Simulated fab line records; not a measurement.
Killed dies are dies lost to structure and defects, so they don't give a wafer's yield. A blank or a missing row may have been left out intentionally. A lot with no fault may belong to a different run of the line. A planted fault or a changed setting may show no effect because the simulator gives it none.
Which tool did it? / flow nand harc / 24 lots, 72 wafers sampled, at 4 steps of a route of 1302

== WHAT EACH GAUGE READ, for each wafer ==
NHARC_A_CHANNEL_FILL_D1_INSPECT_13. Usual: raw defect count 329, standard deviation 130.
lot=L074; measured=day 11 02:52; on=defect inspect-01; raw defect count=338 273 285; flag=
lot=L075; measured=day 11 02:52; on=defect inspect-02; raw defect count=360 461 1171; flag=
lot=L076; measured=day 11 16:12; on=defect inspect-01; raw defect count=241 176 315; flag=
lot=L077; measured=day 11 23:02; on=defect inspect-02; raw defect count=152 132 251; flag=
lot=L078; measured=day 12 05:58; on=defect inspect-02; raw defect count=351 277 348; flag=
lot=L079; measured=day 12 18:43; on=defect inspect-02; raw defect count=488 370 339; flag=
lot=L080; measured=day 13 10:35; on=defect inspect-01; raw defect count=276 528 393; flag=
lot=L081; measured=day 13 23:13; on=defect inspect-01; raw defect count=267 591 381; flag=
lot=L082; measured=day 14 16:51; on=defect inspect-02; raw defect count=477 222 263; flag=
lot=L084; measured=day 15 03:25; on=defect inspect-02; raw defect count=183 247 318; flag=
lot=L083; measured=day 15 03:25; on=defect inspect-01; raw defect count=391 239 264; flag=
lot=L086; measured=day 15 19:06; on=defect inspect-01; raw defect count=391 430 410; flag=
lot=L085; measured=day 15 19:06; on=defect inspect-02; raw defect count=233 283 455; flag=
lot=L089; measured=day 16 23:30; on=defect inspect-02; raw defect count=301 137 155; flag=
lot=L087; measured=day 16 23:31; on=defect inspect-02; raw defect count=338 295 283; flag=
lot=L088; measured=day 17 06:32; on=defect inspect-02; raw defect count=347 480 518; flag=
lot=L091; measured=day 17 19:37; on=defect inspect-01; raw defect count=328 215 341; flag=
lot=L090; measured=day 18 03:17; on=defect inspect-02; raw defect count=627 344 542; flag=
lot=L093; measured=day 18 09:07; on=defect inspect-01; raw defect count=413 337 228; flag=
lot=L092; measured=day 18 09:07; on=defect inspect-02; raw defect count=277 341 318; flag=
lot=L094; measured=day 19 07:56; on=defect inspect-01; raw defect count=218 312 337; flag=
lot=L095; measured=day 19 16:56; on=defect inspect-02; raw defect count=125 205 167; flag=
lot=L096; measured=day 20 01:37; on=defect inspect-01; raw defect count=418 257 362; flag=
lot=L097; measured=day 20 01:37; on=defect inspect-02; raw defect count=126 253 282; flag=

NHARC_A_ONON_D2_THK_MEAS_05: measures by ellipsometry. Usual: thk nm 1001 nm, standard deviation 11.
lot=L074; measured=day 12 11:31; on=film metro-01; thk nm (nm)=980 978 980; flag=
lot=L075; measured=day 12 11:40; on=film metro-02; thk nm (nm)=1018 1018 1020; flag=
lot=L076; measured=day 13 01:38; on=film metro-02; thk nm (nm)=1007 1006 1008; flag=
lot=L077; measured=day 13 09:13; on=film metro-01; thk nm (nm)=1002 1005 1004; flag=
lot=L078; measured=day 13 14:59; on=film metro-01; thk nm (nm)=989 990 989; flag=
lot=L079; measured=day 14 13:53; on=film metro-02; thk nm (nm)=1004 1002 1004; flag=
lot=L080; measured=day 15 02:55; on=film metro-02; thk nm (nm)=1014 1015 1013; flag=
lot=L081; measured=day 15 14:18; on=film metro-01; thk nm (nm)=1001 1000 1002; flag=
lot=L082; measured=day 16 01:12; on=film metro-01; thk nm (nm)=1003 1002 1002; flag=
lot=L084; measured=day 16 18:44; on=film metro-01; thk nm (nm)=1018 1016 1018; flag=
lot=L083; measured=day 16 18:55; on=film metro-01; thk nm (nm)=1009 1007 1006; flag=
lot=L086; measured=day 17 05:50; on=film metro-01; thk nm (nm)=996 997 996; flag=
lot=L085; measured=day 17 05:37; on=film metro-02; thk nm (nm)=995 994 995; flag=
lot=L089; measured=day 18 11:58; on=film metro-02; thk nm (nm)=997 999 999; flag=
lot=L087; measured=day 18 11:53; on=film metro-01; thk nm (nm)=1008 1009 1009; flag=
lot=L088; measured=day 18 19:08; on=film metro-02; thk nm (nm)=993 993 992; flag=
lot=L091; measured=day 19 09:35; on=film metro-01; thk nm (nm)=980 984 982; flag=
lot=L090; measured=day 19 16:31; on=film metro-01; thk nm (nm)=1014 1015 1013; flag=
lot=L093; measured=day 19 22:40; on=film metro-02; thk nm (nm)=994 992 994; flag=
lot=L092; measured=day 19 22:41; on=film metro-01; thk nm (nm)=1014 1014 1015; flag=
lot=L094; measured=day 20 22:55; on=film metro-02; thk nm (nm)=998 1000 998; flag=
lot=L095; measured=day 21 08:02; on=film metro-02; thk nm (nm)=975 975 976; flag=
lot=L096; measured=day 21 14:08; on=film metro-01; thk nm (nm)=1007 1005 1006; flag=
lot=L097; measured=day 21 14:07; on=film metro-01; thk nm (nm)=1006 1006 1004; flag=

NHARC_A_CHANNEL_HOLE_D2_INSPECT_12. Usual: raw defect count 30, standard deviation 23.
lot=L074; measured=day 13 02:23; on=defect inspect-01; raw defect count=51 61 59; flag=
lot=L075; measured=day 13 03:40; on=defect inspect-01; raw defect count=5 12 5; flag=
lot=L076; measured=day 13 18:24; on=defect inspect-02; raw defect count=4 5 5; flag=
lot=L077; measured=day 14 02:30; on=defect inspect-01; raw defect count=7 9 3; flag=
lot=L078; measured=day 14 08:37; on=defect inspect-02; raw defect count=10 4 6; flag=
lot=L079; measured=day 15 04:35; on=defect inspect-02; raw defect count=49 58 60; flag=
lot=L080; measured=day 15 19:42; on=defect inspect-02; raw defect count=58 64 47; flag=
lot=L081; measured=day 16 05:01; on=defect inspect-02; raw defect count=59 44 65; flag=
lot=L082; measured=day 16 23:32; on=defect inspect-02; raw defect count=62 54 64; flag=
lot=L084; measured=day 17 14:04; on=defect inspect-02; raw defect count=61 71 54; flag=
lot=L083; measured=day 17 14:13; on=defect inspect-01; raw defect count=4 15 6; flag=
lot=L086; measured=day 17 22:22; on=defect inspect-02; raw defect count=12 14 15; flag=
lot=L085; measured=day 17 21:21; on=defect inspect-01; raw defect count=36 55 64; flag=
lot=L089; measured=day 19 05:47; on=defect inspect-02; raw defect count=7 12 6; flag=
lot=L087; measured=day 19 05:58; on=defect inspect-02; raw defect count=50 43 59; flag=
lot=L088; measured=day 19 13:16; on=defect inspect-02; raw defect count=13 10 18; flag=
lot=L091; measured=day 20 00:41; on=defect inspect-02; raw defect count=17 15 15; flag=
lot=L090; measured=day 20 07:11; on=defect inspect-01; raw defect count=65 52 40; flag=
lot=L093; measured=day 20 15:08; on=defect inspect-01; raw defect count=60 61 43; flag=
lot=L092; measured=day 20 15:45; on=defect inspect-01; raw defect count=7 14 15; flag=
lot=L094; measured=day 21 16:52; on=defect inspect-02; raw defect count=17 17 15; flag=
lot=L095; measured=day 21 23:10; on=defect inspect-02; raw defect count=21 17 21; flag=
lot=L096; measured=day 22 05:51; on=defect inspect-02; raw defect count=7 5 3; flag=
lot=L097; measured=day 22 05:42; on=defect inspect-02; raw defect count=23 23 32; flag=

== TOOL THAT RAN EACH LOT (tool first, then ch and the chambers of the sampled wafers, then the start) ==
lot=L074; NHARC_A_DECK1_JOINT_CMP_13=cmp-04 ch 0,2,3, day 11 13:05
lot=L075; NHARC_A_DECK1_JOINT_CMP_13=cmp-02 ch 1,3, day 11 13:05
lot=L076; NHARC_A_DECK1_JOINT_CMP_13=cmp-02 ch 0,1,3, day 12 02:47
lot=L077; NHARC_A_DECK1_JOINT_CMP_13=cmp-04 ch 1,2,3, day 12 09:28
lot=L078; NHARC_A_DECK1_JOINT_CMP_13=cmp-03 ch 0,1,2, day 12 16:10
lot=L079; NHARC_A_DECK1_JOINT_CMP_13=cmp-02 ch 1,3, day 13 05:07
lot=L080; NHARC_A_DECK1_JOINT_CMP_13=cmp-03 ch 0,1,2, day 13 20:47
lot=L081; NHARC_A_DECK1_JOINT_CMP_13=cmp-03 ch 0,1,2, day 14 09:35
lot=L082; NHARC_A_DECK1_JOINT_CMP_13=cmp-04 ch 0,3, day 15 03:10
lot=L084; NHARC_A_DECK1_JOINT_CMP_13=cmp-03 ch 1,2, day 15 16:17
lot=L083; NHARC_A_DECK1_JOINT_CMP_13=cmp-02 ch 0,2,3, day 15 16:19
lot=L086; NHARC_A_DECK1_JOINT_CMP_13=cmp-02 ch 0,3, day 16 05:26
lot=L085; NHARC_A_DECK1_JOINT_CMP_13=cmp-04 ch 1,2,3, day 16 05:26
lot=L089; NHARC_A_DECK1_JOINT_CMP_13=cmp-02 ch 0,1,2, day 17 09:53
lot=L087; NHARC_A_DECK1_JOINT_CMP_13=cmp-03 ch 1,3, day 17 09:53
lot=L088; NHARC_A_DECK1_JOINT_CMP_13=cmp-04 ch 1,2,3, day 17 16:42
lot=L091; NHARC_A_DECK1_JOINT_CMP_13=cmp-04 ch 2,3, day 18 06:02
lot=L090; NHARC_A_DECK1_JOINT_CMP_13=cmp-04 ch 1,2,3, day 18 13:40
lot=L093; NHARC_A_DECK1_JOINT_CMP_13=cmp-02 ch 0,1,2, day 18 19:30
lot=L092; NHARC_A_DECK1_JOINT_CMP_13=cmp-04 ch 2,3, day 18 19:26
lot=L094; NHARC_A_DECK1_JOINT_CMP_13=cmp-03 ch 0,1,2, day 19 18:14
lot=L095; NHARC_A_DECK1_JOINT_CMP_13=cmp-02 ch 0,2,3, day 20 03:45
lot=L096; NHARC_A_DECK1_JOINT_CMP_13=cmp-04 ch 1,2, day 20 11:58
lot=L097; NHARC_A_DECK1_JOINT_CMP_13=cmp-02 ch 0,1,2, day 20 11:56
- NHARC_A_DECK1_JOINT_CMP_13: polishes, target thk 51.023 nm.

== WHAT THE TOOLS THEMSELVES READ (means of the sampled wafers that have a number; where no wafer has one, the mark that the record gives instead) ==
NHARC_A_DECK1_JOINT_CMP_13. Usual: motor current A 11.3 A, standard deviation 1; time to endpoint s 10.0 s, standard deviation 2.7.
lot=L074; tool=cmp-04; motor current A (A)=11.9; time to endpoint s (s)=10.4; flag=
lot=L075; tool=cmp-02; motor current A (A)=10.8; time to endpoint s (s)=8.6; flag=
lot=L076; tool=cmp-02; motor current A (A)=10.8; time to endpoint s (s)=8.4; flag=
lot=L077; tool=cmp-04; motor current A (A)=11.9; time to endpoint s (s)=11.2; flag=
lot=L078; tool=cmp-03; motor current A (A)=11.8; time to endpoint s (s)=10.0; flag=
lot=L079; tool=cmp-02; motor current A (A)=10.8; time to endpoint s (s)=8.0; flag=
lot=L080; tool=cmp-03; motor current A (A)=11.6; time to endpoint s (s)=12.4; flag=
lot=L081; tool=cmp-03; motor current A (A)=11.5; time to endpoint s (s)=9.6; flag=
lot=L082; tool=cmp-04; motor current A (A)=13.1; time to endpoint s (s)=8.5; flag=
lot=L084; tool=cmp-03; motor current A (A)=11.5; time to endpoint s (s)=12.8; flag=
lot=L083; tool=cmp-02; motor current A (A)=10.2; time to endpoint s (s)=9.3; flag=
lot=L086; tool=cmp-02; motor current A (A)=9.9; time to endpoint s (s)=6.0; flag=
lot=L085; tool=cmp-04; motor current A (A)=11.6; time to endpoint s (s)=9.2; flag=
lot=L089; tool=cmp-02; motor current A (A)=11.0; time to endpoint s (s)=12.4; flag=
lot=L087; tool=cmp-03; motor current A (A)=10.8; time to endpoint s (s)=13.5; flag=
lot=L088; tool=cmp-04; motor current A (A)=11.9; time to endpoint s (s)=9.3; flag=
lot=L091; tool=cmp-04; motor current A (A)=11.5; time to endpoint s (s)=10.3; flag=
lot=L090; tool=cmp-04; motor current A (A)=11.7; time to endpoint s (s)=9.8; flag=
lot=L093; tool=cmp-02; motor current A (A)=11.1; time to endpoint s (s)=7.0; flag=
lot=L092; tool=cmp-04; motor current A (A)=11.8; time to endpoint s (s)=7.2; flag=
lot=L094; tool=cmp-03; motor current A (A)=11.2; time to endpoint s (s)=13.6; flag=
lot=L095; tool=cmp-02; motor current A (A)=10.3; time to endpoint s (s)=11.7; flag=
lot=L096; tool=cmp-04; motor current A (A)=11.6; time to endpoint s (s)=11.8; flag=
lot=L097; tool=cmp-02; motor current A (A)=11.0; time to endpoint s (s)=13.6; flag=

== THE ANSWER, worked out from the rows above alone ==
Rule: lot off if the mean of its wafers having a number is beyond 3 standard deviations from the usual mean. Also off: a lot with no number at a reading for which 4 or more lots have one. The other lots that the step has rows for count as sound. The gauges are gone through in route order, then the tools' own readings, and for those a lot's mean is taken as printed above. The first step at which some lot is off is used, and at that step the reading that is off furthest; a lot without a number counts as furthest.
Nothing can be told from this: no lot is off at any reading shown.

== WHAT THE SIMULATOR HAD PUT IN ==
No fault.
